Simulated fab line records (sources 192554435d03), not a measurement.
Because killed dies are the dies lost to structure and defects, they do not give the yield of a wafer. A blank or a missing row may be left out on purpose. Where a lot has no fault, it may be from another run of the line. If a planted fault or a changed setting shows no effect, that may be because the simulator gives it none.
Tool commonality check + flow n5-finfet + Sample size 9 lots and 27 wafers

== WHY THIS WAS OPENED ==
N5_PMOS_HMC_CHANNEL_EPI_THK_MEAS_22, reading HMC_CMP_THK: flagged on 2 of 9 lots. Wafers without a fault read 54.1 nm, standard deviation 0.52.
Rule: a lot is flagged when every wafer of it that has a number lies more than 4 standard deviations from that mean, or none has a number. All remaining lots are regarded as sound.

| lot  | measured    | on            | HMC_CMP_THK (nm), wafer by wafer | flag    |
|------|-------------|---------------|----------------------------------|---------|
| L693 | day 1 22:02 | film-metro-02 | 54.6 54.3 53.7                   |         |
| L694 | day 2 03:41 | film-metro-02 | 54.0 53.8 55.0                   |         |
| L696 | day 2 14:44 | film-metro-01 | 53.9 53.3 54.1                   |         |
| L701 | day 3 20:14 | film-metro-02 | 53.8 53.7 53.3                   |         |
| L703 | day 4 08:30 | film-metro-01 | 49.3 49.1 50.5                   | FLAGGED |
| L707 | day 5 08:26 | film-metro-02 | 48.1 49.0 48.6                   | FLAGGED |
| L711 | day 6 08:14 | film-metro-02 | 54.4 53.7 54.0                   |         |
| L713 | day 6 20:46 | film-metro-01 | 54.7 53.8 54.4                   |         |
| L714 | day 7 03:08 | film-metro-02 | 53.8 54.2 53.9                   |         |
Average over the flagged lots: 49.1 nm; offset from the usual -5.0 nm, equal to -10 standard deviations.

== WHICH TOOL EACH LOT WENT THROUGH ==
3 process steps preceding the reading are held in the record, out of 1938 steps in the route. In each cell: the tool, then ch and the chambers that the sampled wafers went through, then the start.
| lot  | flag    | N5_WELL_APT_RTA_34              | N5_PMOS_HMC_CHANNEL_EPI_FIN_RECESS_16 | N5_PMOS_HMC_CHANNEL_EPI_EPI_20 |
|------|---------|---------------------------------|---------------------------------------|--------------------------------|
| L693 |         | rtp-anneal-01 ch 0, day 1 18:17 | rie-si-06 ch 0,3, day 1 20:11         | epi-rpcvd-04 ch 0, day 1 20:47 |
| L694 |         | rtp-anneal-02 ch 0, day 1 23:55 | rie-si-06 ch 0,1,3, day 2 01:52       | epi-rpcvd-04 ch 0, day 2 02:02 |
| L696 |         | rtp-anneal-01 ch 0, day 2 10:51 | rie-si-06 ch 0,1, day 2 12:56         | epi-rpcvd-04 ch 0, day 2 13:06 |
| L701 |         | rtp-anneal-01 ch 0, day 3 15:58 | rie-si-06 ch 0,3, day 3 18:02         | epi-rpcvd-04 ch 0, day 3 18:13 |
| L703 | FLAGGED | rtp-anneal-02 ch 0, day 4 03:56 | rie-si-05 ch 0,2, day 4 06:18         | epi-rpcvd-04 ch 0, day 4 06:44 |
| L707 | FLAGGED | rtp-anneal-02 ch 0, day 5 03:53 | rie-si-02 ch 0,2,3, day 5 06:13       | epi-rpcvd-04 ch 0, day 5 06:23 |
| L711 |         | rtp-anneal-02 ch 0, day 6 03:47 | rie-si-06 ch 0,1,2, day 6 05:30       | epi-rpcvd-01 ch 0, day 6 06:02 |
| L713 |         | rtp-anneal-01 ch 0, day 6 16:57 | rie-si-06 ch 0,1,3, day 6 18:55       | epi-rpcvd-03 ch 0, day 6 19:09 |
| L714 |         | rtp-anneal-02 ch 0, day 6 22:02 | rie-si-06 ch 0,2,3, day 7 01:20       | epi-rpcvd-03 ch 0, day 7 01:42 |
What the steps here do:
- N5_WELL_APT_RTA_34: time 10 s.
- N5_PMOS_HMC_CHANNEL_EPI_FIN_RECESS_16: chemistry HBr/Cl2, target Si, target depth 54 nm, time 18 s.
- N5_PMOS_HMC_CHANNEL_EPI_EPI_20: deposits SiGe30, target thk 59 nm.
- N5_PMOS_HMC_CHANNEL_EPI_THK_MEAS_22

== FLAGGED OVER TOTAL, TOOL BY TOOL (the gauges that took the reading come last) ==
| step                                  | tool          | lots run | flagged | share of the flagged lots | sound lots run after its first flagged lot |
|---------------------------------------|---------------|----------|---------|---------------------------|--------------------------------------------|
| N5_WELL_APT_RTA_34                    | rtp-anneal-01 | 4        | 0       | none                      | -                                          |
| N5_WELL_APT_RTA_34                    | rtp-anneal-02 | 5        | 2       | all                       | 2 (L711,L714)                              |
| N5_PMOS_HMC_CHANNEL_EPI_FIN_RECESS_16 | rie-si-02     | 1        | 1       | some                      | 0                                          |
| N5_PMOS_HMC_CHANNEL_EPI_FIN_RECESS_16 | rie-si-05     | 1        | 1       | some                      | 0                                          |
| N5_PMOS_HMC_CHANNEL_EPI_FIN_RECESS_16 | rie-si-06     | 7        | 0       | none                      | -                                          |
| N5_PMOS_HMC_CHANNEL_EPI_EPI_20        | epi-rpcvd-01  | 1        | 0       | none                      | -                                          |
| N5_PMOS_HMC_CHANNEL_EPI_EPI_20        | epi-rpcvd-03  | 2        | 0       | none                      | -                                          |
| N5_PMOS_HMC_CHANNEL_EPI_EPI_20        | epi-rpcvd-04  | 6        | 2       | all                       | 0                                          |
| N5_PMOS_HMC_CHANNEL_EPI_THK_MEAS_22   | film-metro-01 | 3        | 1       | some                      | 1 (L713)                                   |
| N5_PMOS_HMC_CHANNEL_EPI_THK_MEAS_22   | film-metro-02 | 6        | 1       | some                      | 2 (L711,L714)                              |

== THE TABLE: WHAT IT ALLOWS ==
Every flagged lot went through 2 rows of the table: rtp-anneal-02 at N5_WELL_APT_RTA_34 and epi-rpcvd-04 at N5_PMOS_HMC_CHANNEL_EPI_EPI_20.
- rtp-anneal-02 at N5_WELL_APT_RTA_34 ran 5 lots, 2 of them flagged. Sound lots followed the first flagged one (L711, L714) on it, something a lasting fault affecting the whole tool could not allow.
- epi-rpcvd-04 at N5_PMOS_HMC_CHANNEL_EPI_EPI_20 ran 6 lots, 2 of them flagged. Last sound lot L701 at day 3 18:13, first flagged lot L703 at day 4 06:44; a fault beginning in between fits. Its own readings lie more than 4 standard deviations out on every wafer of the flagged lots: chamber-pressure-Torr.
One tool is left: epi-rpcvd-04 at N5_PMOS_HMC_CHANNEL_EPI_EPI_20.

== WHAT HAD BEEN PUT IN BY THE SIMULATOR ==
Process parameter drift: epi-rpcvd-04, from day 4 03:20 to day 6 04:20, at N5_PMOS_HMC_CHANNEL_EPI_EPI_20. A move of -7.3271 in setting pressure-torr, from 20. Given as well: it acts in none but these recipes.
Struck lots among those shown: L703, L707. This agrees with what the rule above found.
